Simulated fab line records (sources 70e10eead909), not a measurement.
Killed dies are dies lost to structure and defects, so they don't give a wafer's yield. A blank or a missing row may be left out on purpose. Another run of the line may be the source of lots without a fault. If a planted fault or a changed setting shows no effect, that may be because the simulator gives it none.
fab line records + flow nand_harc
record
- lots=12
- wafers=36
- last_day=33
route steps=1302 shown A_BLC@1118 A_M0@1144
lots that met no fault: from a run of the same line without faults
start_h: the number of hours between the record's first day and the start of the first shown wafer of the lot + wait_h: time in hours since the lot's previous step + " the same as in the row above + L1.1+2: a row that stands for several wafers + - value missing, or start not given + * or withheld: withheld + < > ~ a bound
route shown NAME@n: names a module that has steps shown in the file, with the first one's number in the route + usual: mean/standard deviation taken from wafers without a fault + same: alike in all rows + chamber/n: place in a boat + sites: readings site by site + _std_site: the standard deviation of these + _edge_site: outer sites' mean less inner sites' + radius_mm: how far each site lies from the wafer's centre + mask NAME#n: copy n + behind: the last tool/chamber to shape the wafer + hold: what put the lot on hold/how long, in hours/how the hold closed + device: transistor that didn't switch, given as n, p or np + end of line: the tests these same wafers got at the end of their route + for a step that has no rows: nothing shown but its recipe + killed: count of dies lost to structure and defects at first sort (not the wafer's yield) + map: dies across one wafer; x = killed, . = not, _ = none there
set.NAME: the setting that was run; set.NAME@STEP: the one run at that earlier step + model.NAME: the simulator's own value behind a step, which no gauge read
steps of the route over a sample of lots; a table a step, a row a wafer
services: from which hour (start_h, from the record's first day; less than 0 if before it) a tool's chamber was out of use, for how many hours, and why
## steps
# step NHARC_A_BLC_OVL_MEAS_11
# usual
- overlay_x_nm=0.0/0.77
- overlay_y_nm=-0.2/0.78
| lot.wafer | tool       | chamber | start_h | wait_h | overlay_x_nm | overlay_y_nm |
|-----------|------------|---------|---------|--------|--------------|--------------|
| L118.2    | overlay-02 | -       | 518.90  | -      | -0.3         | -1.3         |
| L118.4    | "          | -       | "       | "      | -0.2         | -1.0         |
| L118.5    | "          | -       | "       | "      | -0.3         | -1.1         |
| L117.3    | overlay-02 | -       | 520.01  | -      | 0.1          | -0.3         |
| L117.4    | "          | -       | "       | "      | -0.1         | -0.4         |
| L117.6    | "          | -       | "       | "      | -0.1         | -0.2         |
| L119.1    | overlay-01 | -       | 549.07  | -      | -0.6         | -0.6         |
| L119.4    | "          | -       | "       | "      | -0.2         | -0.2         |
| L119.5    | "          | -       | "       | "      | -0.8         | -0.3         |
| L121.1    | overlay-01 | -       | 551.92  | -      | -0.5         | -0.6         |
| L121.3    | "          | -       | "       | "      | -0.5         | -0.9         |
| L121.4    | "          | -       | "       | "      | -0.5         | -0.6         |
| L122.1    | overlay-02 | -       | 568.67  | -      | -1.4         | 1.1          |
| L122.5    | "          | -       | "       | "      | -1.2         | 1.5          |
| L122.6    | "          | -       | "       | "      | -1.0         | 0.8          |
| L123.2    | overlay-01 | -       | 596.31  | -      | 0.2          | 1.2          |
| L123.3    | "          | -       | "       | "      | 0.2          | 1.5          |
| L123.6    | "          | -       | "       | "      | -0.6         | 0.9          |
| L126.2    | overlay-02 | -       | 609.87  | -      | -0.4         | -0.8         |
| L126.5    | "          | -       | "       | "      | -0.3         | -0.8         |
| L126.6    | "          | -       | "       | "      | 0.0          | -0.4         |
| L127.1    | overlay-01 | -       | 655.26  | -      | -0.3         | -0.2         |
| L127.4    | "          | -       | "       | "      | -0.3         | 0.0          |
| L127.6    | "          | -       | "       | "      | -0.2         | 0.0          |
| L131.1    | overlay-01 | -       | 683.42  | -      | -0.6         | -0.6         |
| L131.2    | "          | -       | "       | "      | -0.2         | -0.4         |
| L131.4    | "          | -       | "       | "      | -0.6         | -0.8         |
| L132.3    | overlay-01 | -       | 695.07  | -      | 0.2          | -0.4         |
| L132.4    | "          | -       | "       | "      | -0.2         | -0.5         |
| L132.6    | "          | -       | "       | "      | 0.0          | -0.5         |
| L137.2    | overlay-02 | -       | 721.83  | -      | 0.4          | -0.5         |
| L137.3    | "          | -       | "       | "      | 0.4          | -1.0         |
| L137.4    | "          | -       | "       | "      | 0.6          | -0.2         |
| L140.2    | overlay-02 | -       | 755.82  | -      | -1.0         | -1.6         |
| L140.4    | "          | -       | "       | "      | 0.1          | -0.6         |
| L140.6    | "          | -       | "       | "      | 0.1          | -0.6         |
# step NHARC_A_BLC_ETCH_17
# recipe
- target_depth_a=3900
- over_etch_frac=0.25
- time_s=609.38
- ion_energy_ev=200
- n2_flow_sccm=150
- h2_flow_sccm=150
- ar_flow_sccm=0
- rf_w=400
- bias_w=150
- chemistry=N2/H2
# usual
- drypump_motor_current_A=5.5/0.39
- oes_product_au=1.003/0.0093
- rf_vpp_V=429.7/2.5
- showerhead_plenum_p_Torr=2.01/0.088
- throttle_valve_pct=14.170/0.0094
| lot.wafer | tool        | chamber | start_h | wait_h | drypump_motor_current_A | oes_product_au | rf_hours_counter_h | rf_vpp_V | showerhead_plenum_p_Torr | throttle_valve_pct |
|-----------|-------------|---------|---------|--------|-------------------------|----------------|--------------------|----------|--------------------------|--------------------|
| L118.2    | rie_diel-13 | 2       | -       | -      | 5.1                     | 1.010          | 44                 | 431.1    | 2.09                     | 14.175             |
| L118.4    | "           | 3       | "       | "      | 5.5                     | 0.992          | 38                 | 429.1    | 2.05                     | 14.186             |
| L118.5    | "           | 0       | "       | "      | 5.3                     | 1.005          | -                  | 429.9    | 2.04                     | 14.171             |
| L117.4    | rie_diel-13 | 0       | -       | -      | 5.4                     | 1.017          | 50                 | 430.7    | 2.04                     | 14.175             |
| L117.3    | "           | 1       | "       | "      | 5.9                     | 1.009          | 52                 | 429.1    | 1.97                     | 14.164             |
| L117.6    | "           | 1       | "       | "      | 5.9                     | 1.007          | -                  | 427.1    | 1.97                     | 14.174             |
| L119.1    | rie_diel-12 | 2       | -       | -      | 4.8                     | 1.007          | 5                  | 430.8    | 2.08                     | 14.160             |
| L119.4    | "           | 0       | "       | "      | 5.8                     | 0.994          | 6                  | 432.3    | 2.14                     | 14.166             |
| L119.5    | "           | 3       | "       | "      | 5.3                     | 0.987          | -                  | 426.3    | 1.89                     | 14.184             |
| L121.3    | rie_diel-06 | 1       | -       | -      | 5.6                     | 0.993          | 6                  | 427.4    | 1.88                     | 14.172             |
| L121.4    | "           | 2       | "       | "      | 5.8                     | 1.020          | 5                  | 433.2    | 2.16                     | 14.162             |
| L121.1    | "           | 3       | "       | "      | 5.3                     | 1.017          | 6                  | 432.2    | 2.04                     | 14.183             |
| L122.1    | rie_diel-13 | 0       | -       | -      | 5.3                     | 0.996          | 11                 | 429.9    | 2.04                     | 14.167             |
| L122.5    | "           | 3       | "       | "      | 5.5                     | 0.999          | -                  | 429.9    | 2.04                     | 14.169             |
| L122.6    | "           | 0       | "       | "      | 5.3                     | 0.998          | -                  | 430.5    | 2.04                     | 14.181             |
| L123.2    | rie_diel-13 | 0       | -       | -      | 5.3                     | 1.003          | 19                 | 430.8    | 2.04                     | 14.174             |
| L123.3    | "           | 2       | "       | "      | 5.1                     | 0.998          | 19                 | 432.3    | 2.08                     | 14.162             |
| L123.6    | "           | 0       | "       | "      | 5.3                     | 1.008          | -                  | 430.3    | 2.04                     | 14.171             |
| L126.2    | rie_diel-13 | 2       | -       | -      | 5.2                     | 1.002          | 20                 | 430.5    | 2.08                     | 14.176             |
| L126.6    | "           | 3       | "       | "      | 5.5                     | 0.983          | -                  | 430.8    | 2.04                     | 14.169             |
| L126.5    | "           | 0       | "       | "      | 5.4                     | 0.995          | -                  | 429.5    | 2.04                     | 14.171             |
| L127.1    | rie_diel-12 | 0       | -       | -      | 5.8                     | 0.997          | 1                  | 432.3    | 2.14                     | 14.147             |
| L127.4    | "           | 3       | "       | "      | 5.3                     | 1.005          | 1                  | 426.5    | 1.89                     | 14.168             |
| L127.6    | "           | 1       | "       | "      | 5.5                     | 0.999          | -                  | 428.1    | 2.00                     | 14.160             |
| L131.2    | rie_diel-06 | 3       | -       | -      | 5.3                     | 1.016          | 1                  | 431.7    | 2.04                     | 14.185             |
| L131.4    | "           | 0       | "       | "      | 6.4                     | 1.007          | 0                  | 427.2    | 1.88                     | 14.165             |
| L131.1    | "           | 1       | "       | "      | 5.5                     | 1.014          | 1                  | 425.4    | 1.88                     | 14.159             |
| L132.3    | rie_diel-12 | 3       | -       | -      | 5.3                     | 1.005          | 3                  | 426.3    | 1.89                     | 14.187             |
| L132.4    | "           | 1       | "       | "      | 5.5                     | 0.985          | 3                  | 428.6    | 2.00                     | 14.158             |
| L132.6    | "           | 3       | "       | "      | 5.3                     | 0.994          | -                  | 425.8    | 1.89                     | 14.161             |
| L137.2    | rie_diel-12 | 3       | -       | -      | 5.3                     | 1.000          | 5                  | 425.7    | 1.89                     | 14.170             |
| L137.4    | "           | 0       | "       | "      | 5.8                     | 0.988          | 5                  | 434.2    | 2.13                     | 14.153             |
| L137.3    | "           | 2       | "       | "      | 4.8                     | 1.010          | 6                  | 430.8    | 2.08                     | 14.167             |
| L140.4    | rie_diel-13 | 1       | -       | -      | 5.9                     | 1.000          | 19                 | 428.5    | 1.95                     | 14.168             |
| L140.2    | "           | 3       | "       | "      | 5.5                     | 0.984          | 23                 | 429.8    | 2.02                     | 14.157             |
| L140.6    | "           | 0       | "       | "      | 5.3                     | 0.988          | -                  | 429.7    | 2.02                     | 14.170             |
# step NHARC_A_M0_EXPOSE_06
# recipe
- na=1.35
- target_cd_nm=80
- dose_mj=83.25
- mask_id=A_M0
# usual
- exposure_dose_mJ_cm2=83.20/0.11
# same
- na=1.35
| lot.wafer | tool            | chamber | start_h | wait_h | mask   | exposure_dose_mJ_cm2 |
|-----------|-----------------|---------|---------|--------|--------|----------------------|
| L118.2    | arfi_scanner-02 | 0       | 522.72  | -      | A_M0#0 | 83.12                |
| L118.4    | "               | 0       | "       | "      | A_M0#0 | 83.24                |
| L118.5    | "               | 0       | "       | "      | A_M0#0 | 83.12                |
| L117.3    | arfi_scanner-01 | 0       | 523.83  | -      | A_M0#0 | 83.23                |
| L117.4    | "               | 0       | "       | "      | A_M0#0 | 83.14                |
| L117.6    | "               | 0       | "       | "      | A_M0#0 | 83.14                |
| L119.1    | arfi_scanner-03 | 0       | 553.16  | -      | A_M0#0 | 83.14                |
| L119.4    | "               | 0       | "       | "      | A_M0#0 | 83.15                |
| L119.5    | "               | 0       | "       | "      | A_M0#0 | 83.20                |
| L121.1    | arfi_scanner-02 | 0       | 556.39  | -      | A_M0#0 | 83.17                |
| L121.3    | "               | 0       | "       | "      | A_M0#0 | 83.24                |
| L121.4    | "               | 0       | "       | "      | A_M0#0 | 83.08                |
| L122.1    | arfi_scanner-01 | 0       | 572.61  | -      | A_M0#0 | 83.22                |
| L122.5    | "               | 0       | "       | "      | A_M0#0 | 83.20                |
| L122.6    | "               | 0       | "       | "      | A_M0#0 | 83.38                |
| L123.2    | arfi_scanner-03 | 0       | 600.14  | -      | A_M0#0 | 83.39                |
| L123.3    | "               | 0       | "       | "      | A_M0#0 | 83.31                |
| L123.6    | "               | 0       | "       | "      | A_M0#0 | 83.42                |
| L126.2    | arfi_scanner-01 | 0       | 613.72  | -      | A_M0#0 | 83.10                |
| L126.5    | "               | 0       | "       | "      | A_M0#0 | 83.06                |
| L126.6    | "               | 0       | "       | "      | A_M0#0 | 83.02                |
| L127.1    | arfi_scanner-03 | 0       | 659.53  | -      | A_M0#0 | 83.21                |
| L127.4    | "               | 0       | "       | "      | A_M0#0 | 83.15                |
| L127.6    | "               | 0       | "       | "      | A_M0#0 | 83.24                |
| L131.1    | arfi_scanner-01 | 0       | 687.39  | -      | A_M0#0 | 83.23                |
| L131.2    | "               | 0       | "       | "      | A_M0#0 | 83.20                |
| L131.4    | "               | 0       | "       | "      | A_M0#0 | 83.13                |
| L132.3    | arfi_scanner-02 | 0       | 699.01  | -      | A_M0#0 | 42.64                |
| L132.4    | "               | 0       | "       | "      | A_M0#0 | 42.63                |
| L132.6    | "               | 0       | "       | "      | A_M0#0 | 42.64                |
| L137.2    | arfi_scanner-02 | 0       | 725.66  | -      | A_M0#0 | 50.76                |
| L137.3    | "               | 0       | "       | "      | A_M0#0 | 50.77                |
| L137.4    | "               | 0       | "       | "      | A_M0#0 | 50.81                |
| L140.2    | arfi_scanner-01 | 0       | 759.62  | -      | A_M0#0 | 83.01                |
| L140.4    | "               | 0       | "       | "      | A_M0#0 | 82.94                |
| L140.6    | "               | 0       | "       | "      | A_M0#0 | 83.04                |
# step NHARC_A_M0_CD_MEAS_09
# recipe
- target_cd_nm=80
- landing_energy_ev=500
# usual
- cd_nm=79.8/0.84
| lot.wafer | tool      | chamber | start_h | wait_h | hold                     | cd_nm |
|-----------|-----------|---------|---------|--------|--------------------------|-------|
| L118.2    | cd_sem-02 | 0       | 522.85  | -      | -                        | 79.3  |
| L118.4    | "         | 0       | "       | "      | -                        | 78.2  |
| L118.5    | "         | 0       | "       | "      | -                        | 79.0  |
| L117.3    | cd_sem-01 | 0       | 523.96  | -      | -                        | 79.5  |
| L117.4    | "         | 0       | "       | "      | -                        | 81.1  |
| L117.6    | "         | 0       | "       | "      | -                        | 81.0  |
| L119.1    | cd_sem-01 | 0       | 553.30  | -      | -                        | 79.4  |
| L119.4    | "         | 0       | "       | "      | -                        | 80.7  |
| L119.5    | "         | 0       | "       | "      | -                        | 80.2  |
| L121.1    | cd_sem-03 | 0       | 556.53  | -      | -                        | 79.8  |
| L121.3    | "         | 0       | "       | "      | -                        | 79.4  |
| L121.4    | "         | 0       | "       | "      | -                        | 80.2  |
| L122.1    | cd_sem-02 | 0       | 572.75  | -      | -                        | 77.3  |
| L122.5    | "         | 0       | "       | "      | -                        | 78.5  |
| L122.6    | "         | 0       | "       | "      | -                        | 78.7  |
| L123.2    | cd_sem-01 | 0       | 600.28  | -      | -                        | 79.4  |
| L123.3    | "         | 0       | "       | "      | -                        | 80.4  |
| L123.6    | "         | 0       | "       | "      | -                        | 77.6  |
| L126.2    | cd_sem-01 | 0       | 613.85  | -      | -                        | 80.0  |
| L126.5    | "         | 0       | "       | "      | -                        | 80.0  |
| L126.6    | "         | 0       | "       | "      | -                        | 79.6  |
| L127.1    | cd_sem-03 | 0       | 659.67  | -      | -                        | 78.1  |
| L127.4    | "         | 0       | "       | "      | -                        | 80.1  |
| L127.6    | "         | 0       | "       | "      | -                        | 79.1  |
| L131.1    | cd_sem-01 | 0       | 687.52  | -      | -                        | 80.6  |
| L131.2    | "         | 0       | "       | "      | -                        | 81.1  |
| L131.4    | "         | 0       | "       | "      | -                        | 80.0  |
| L132.3    | cd_sem-03 | 0       | 699.15  | -      | await_dispo/0.2h/release | 37.8  |
| L132.4    | "         | 0       | "       | "      | await_dispo/0.2h/release | 37.1  |
| L132.6    | "         | 0       | "       | "      | await_dispo/0.2h/release | 37.9  |
| L132.3    | cd_sem-03 | 0       | -       | -      | -                        | 37.5  |
| L132.4    | "         | 0       | "       | "      | -                        | 36.7  |
| L132.6    | "         | 0       | "       | "      | -                        | 37.6  |
| L137.2    | cd_sem-03 | 0       | 725.80  | -      | await_dispo/0.2h/release | 46.9  |
| L137.3    | "         | 0       | "       | "      | await_dispo/0.2h/release | 46.9  |
| L137.4    | "         | 0       | "       | "      | await_dispo/0.2h/release | 48.2  |
| L137.2    | cd_sem-03 | 0       | -       | -      | -                        | 46.9  |
| L137.3    | "         | 0       | "       | "      | -                        | 46.7  |
| L137.4    | "         | 0       | "       | "      | -                        | 47.9  |
| L140.2    | cd_sem-02 | 0       | 759.76  | -      | -                        | 80.1  |
| L140.4    | "         | 0       | "       | "      | -                        | 79.7  |
| L140.6    | "         | 0       | "       | "      | -                        | 80.2  |
# step NHARC_A_M0_ETCH_15
# recipe
- target_depth_a=1500
- overetch_a=150
- time_s=82.5
- c4f8_flow_sccm=withheld
- ar_flow_sccm=400
- rf_w=600
- bias_w=300
- chemistry=C4F8/Ar
# usual
- oes_product_au=0.950/0.025
- rf_vpp_V=441.6/2.4
| lot.wafer | tool        | chamber | start_h | wait_h | oes_product_au | rf_hours_counter_h | rf_vpp_V |
|-----------|-------------|---------|---------|--------|----------------|--------------------|----------|
| L118.2    | rie_diel-04 | 1       | -       | -      | 0.947          | 7.2                | 444.7    |
| L118.4    | "           | 2       | "       | "      | 0.967          | 6.1                | 438.5    |
| L118.5    | "           | 1       | "       | "      | 0.944          | -                  | 444.8    |
| L117.3    | rie_diel-04 | 3       | -       | -      | 0.996          | 7.4                | 441.7    |
| L117.4    | "           | 0       | "       | "      | 0.982          | 8.2                | 441.5    |
| L117.6    | "           | 0       | "       | "      | 0.974          | -                  | 441.7    |
| L119.1    | rie_diel-04 | 2       | -       | -      | 0.965          | 0.2                | 437.5    |
| L119.4    | "           | 3       | "       | "      | 0.963          | 0.1                | 439.1    |
| L119.5    | "           | 2       | "       | "      | 0.968          | -                  | 437.9    |
| L121.4    | rie_diel-09 | 3       | -       | -      | 0.912          | 3.3                | 442.9    |
| L121.3    | "           | 0       | "       | "      | 0.930          | 3.7                | 443.5    |
| L121.1    | "           | 2       | "       | "      | 0.917          | 3.0                | 440.0    |
| L122.1    | rie_diel-09 | 1       | -       | -      | 0.961          | 4.6                | 439.4    |
| L122.5    | "           | 3       | "       | "      | 0.972          | -                  | 443.5    |
| L122.6    | "           | 0       | "       | "      | 0.965          | -                  | 444.2    |
| L123.3    | rie_diel-04 | 3       | -       | -      | 0.968          | 1.3                | 442.1    |
| L123.2    | "           | 1       | "       | "      | 0.976          | 2.6                | 445.4    |
| L123.6    | "           | 3       | "       | "      | 0.950          | -                  | 440.7    |
| L126.2    | rie_diel-02 | 1       | -       | -      | 0.946          | 1.1                | 439.5    |
| L126.6    | "           | 3       | "       | "      | 0.969          | -                  | 444.6    |
| L126.5    | "           | 0       | "       | "      | 0.937          | -                  | 441.6    |
| L127.1    | rie_diel-04 | 0       | -       | -      | 0.962          | 5.2                | 440.4    |
| L127.4    | "           | 1       | "       | "      | 0.979          | 5.5                | 445.7    |
| L127.6    | "           | 1       | "       | "      | 0.987          | -                  | 444.7    |
| L131.1    | rie_diel-09 | 2       | -       | -      | 0.987          | 0.8                | 439.9    |
| L131.4    | "           | 0       | "       | "      | 0.972          | 0.5                | 444.2    |
| L131.2    | "           | 1       | "       | "      | 0.959          | 0.5                | 439.0    |
| L137.2    | rie_diel-09 | 0       | -       | -      | 0.972          | 3.2                | 444.5    |
| L137.3    | "           | 2       | "       | "      | 1.001          | 2.6                | 439.7    |
| L137.4    | "           | 3       | "       | "      | 0.989          | 3.6                | 442.8    |
| L140.2    | rie_diel-04 | 3       | -       | -      | 0.960          | 1.7                | 440.8    |
| L140.4    | "           | 0       | "       | "      | 0.974          | 2.1                | 439.7    |
| L140.6    | "           | 0       | "       | "      | 0.966          | -                  | 441.4    |
# step NHARC_A_M0_CD_MEAS_16
# usual
- cd_nm=79.8/1
| lot.wafer | tool      | chamber | start_h | wait_h | hold                     | cd_nm |
|-----------|-----------|---------|---------|--------|--------------------------|-------|
| L118.2    | cd_sem-02 | -       | 523.35  | -      | -                        | 79.2  |
| L118.4    | "         | -       | "       | "      | -                        | 78.5  |
| L118.5    | "         | -       | "       | "      | -                        | 77.9  |
| L117.3    | cd_sem-01 | -       | 524.45  | -      | -                        | 79.4  |
| L117.4    | "         | -       | "       | "      | -                        | 81.2  |
| L117.6    | "         | -       | "       | "      | -                        | 81.3  |
| L119.1    | cd_sem-02 | -       | 553.78  | -      | -                        | 80.0  |
| L119.4    | "         | -       | "       | "      | -                        | 80.3  |
| L119.5    | "         | -       | "       | "      | -                        | 80.6  |
| L121.1    | cd_sem-02 | -       | 557.03  | -      | -                        | 80.4  |
| L121.3    | "         | -       | "       | "      | -                        | 78.9  |
| L121.4    | "         | -       | "       | "      | -                        | 80.2  |
| L122.1    | cd_sem-02 | -       | 573.25  | -      | -                        | 76.7  |
| L122.5    | "         | -       | "       | "      | -                        | 78.6  |
| L122.6    | "         | -       | "       | "      | -                        | 77.6  |
| L123.2    | cd_sem-01 | -       | 600.76  | -      | -                        | 80.6  |
| L123.3    | "         | -       | "       | "      | -                        | 80.0  |
| L123.6    | "         | -       | "       | "      | -                        | 77.5  |
| L126.2    | cd_sem-02 | -       | 614.34  | -      | -                        | 80.3  |
| L126.5    | "         | -       | "       | "      | -                        | 80.5  |
| L126.6    | "         | -       | "       | "      | -                        | 80.0  |
| L127.1    | cd_sem-03 | -       | 660.16  | -      | -                        | 78.7  |
| L127.4    | "         | -       | "       | "      | -                        | 80.3  |
| L127.6    | "         | -       | "       | "      | -                        | 78.3  |
| L131.1    | cd_sem-01 | -       | 688.01  | -      | -                        | 79.5  |
| L131.2    | "         | -       | "       | "      | -                        | 80.5  |
| L131.4    | "         | -       | "       | "      | -                        | 80.3  |
| L137.2    | cd_sem-01 | -       | 729.53  | -      | await_dispo/0.2h/release | 46.4  |
| L137.3    | "         | -       | "       | "      | await_dispo/0.2h/release | 46.0  |
| L137.4    | "         | -       | "       | "      | await_dispo/0.2h/release | 47.6  |
| L137.2    | cd_sem-01 | -       | 729.72  | 0.2    | -                        | 46.6  |
| L137.3    | "         | -       | "       | "      | -                        | 46.0  |
| L137.4    | "         | -       | "       | "      | -                        | 47.9  |
| L140.2    | cd_sem-01 | -       | 760.24  | -      | -                        | 80.5  |
| L140.4    | "         | -       | "       | "      | -                        | 80.3  |
| L140.6    | "         | -       | "       | "      | -                        | 81.5  |
## services
| tool            | chamber | start_h | hours | kind   |
|-----------------|---------|---------|-------|--------|
| rie_diel-09     | -       | 497.74  | 9.0   | pm     |
| rie_diel-12     | 3       | 510.89  | 2.2   | repair |
| rie_diel-13     | -       | 520.91  | 9.0   | pm     |
| rie_diel-13     | -       | 530.61  | 0.6   | repair |
| rie_diel-04     | -       | 531.90  | 9.0   | pm     |
| rie_diel-09     | 3       | 537.15  | 5.0   | repair |
| rie_diel-09     | 0       | 560.00  | 4.3   | repair |
| rie_diel-04     | 3       | 564.06  | 14.1  | repair |
| arfi_scanner-02 | -       | 575.61  | 1.8   | repair |
| rie_diel-12     | 1       | 607.24  | 4.2   | repair |
| rie_diel-12     | 2       | 615.66  | 2.2   | repair |
| rie_diel-09     | 1       | 619.79  | 44.7  | repair |
| rie_diel-13     | 0       | 621.52  | 1.8   | repair |
| rie_diel-12     | -       | 622.40  | 9.0   | pm     |
| arfi_scanner-01 | -       | 623.77  | 4.0   | pm     |
| arfi_scanner-02 | -       | 656.00  | 4.0   | pm     |
| rie_diel-13     | -       | 675.91  | 1.0   | repair |
| rie_diel-13     | 2       | 684.92  | 3.4   | repair |
| rie_diel-13     | 3       | 687.93  | 2.7   | repair |
| rie_diel-13     | -       | 697.91  | 9.0   | pm     |
| rie_diel-04     | 0       | 703.66  | 10.1  | repair |
| rie_diel-04     | -       | 709.61  | 9.0   | pm     |
| arfi_scanner-01 | -       | 713.01  | 1.0   | repair |
| rie_diel-13     | 2       | 759.10  | 5.0   | repair |
## key
first_sign
- step=NHARC_A_M0_EXPOSE_06
- reading=exposure_dose_mJ_cm2
- direction=down
- sigmas=99+
- usual=83.20
- struck=46.71
effect
- step=NHARC_A_M0_CD_MEAS_09
- reading=visit
- direction=added
- through=control_loop
effect
- step=NHARC_A_M0_CD_MEAS_09
- reading=cd_nm
- direction=down
- sigmas=45
- usual=79.8
- struck=42.4
- through=control_loop
effect
- step=NHARC_A_M0_CD_MEAS_16
- reading=visit
- direction=added
- through=control_loop
effect
- step=NHARC_A_M0_CD_MEAS_16
- reading=cd_nm
- direction=down
- sigmas=32
- usual=79.8
- struck=46.6
- through=control_loop
met_at NHARC_A_M0_EXPOSE_06
struck_lots L132,L137
scrapped_behind NHARC_A_M0_CD_MEAS_09 L132.3,L132.4,L132.6
later_rows_left_out L137.2,L137.3,L137.4
sort_left_out L137.2,L137.3,L137.4
loop_trim
- step=NHARC_A_M0_EXPOSE_06
- setting=dose
- lots=L137
not_acting_at NHARC_A_BLC_OVL_MEAS_11,NHARC_A_BLC_ETCH_17,NHARC_A_M0_ETCH_15
onset_between 556.39 699.01
fault
- kind=process_parameter_drift
- tool=arfi_scanner-02
- chamber=-
- onset_h=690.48
- steps=NHARC_A_M0_EXPOSE_06
- channel=dose_mj
- offset=-40.51
- shape=step
- acts_in=these_recipes_only
- stated=83.25
# sort_left_out: the simulated sort isn't trusted on such a fault, so these wafers' sort isn't shown, and their yield isn't known
# later_rows_left_out: the simulator's readings of these wafers behind a module that went badly wrong aren't trusted and aren't shown, but for the sort
# loop_trim: a control loop set the setting to another value than it would have without faults
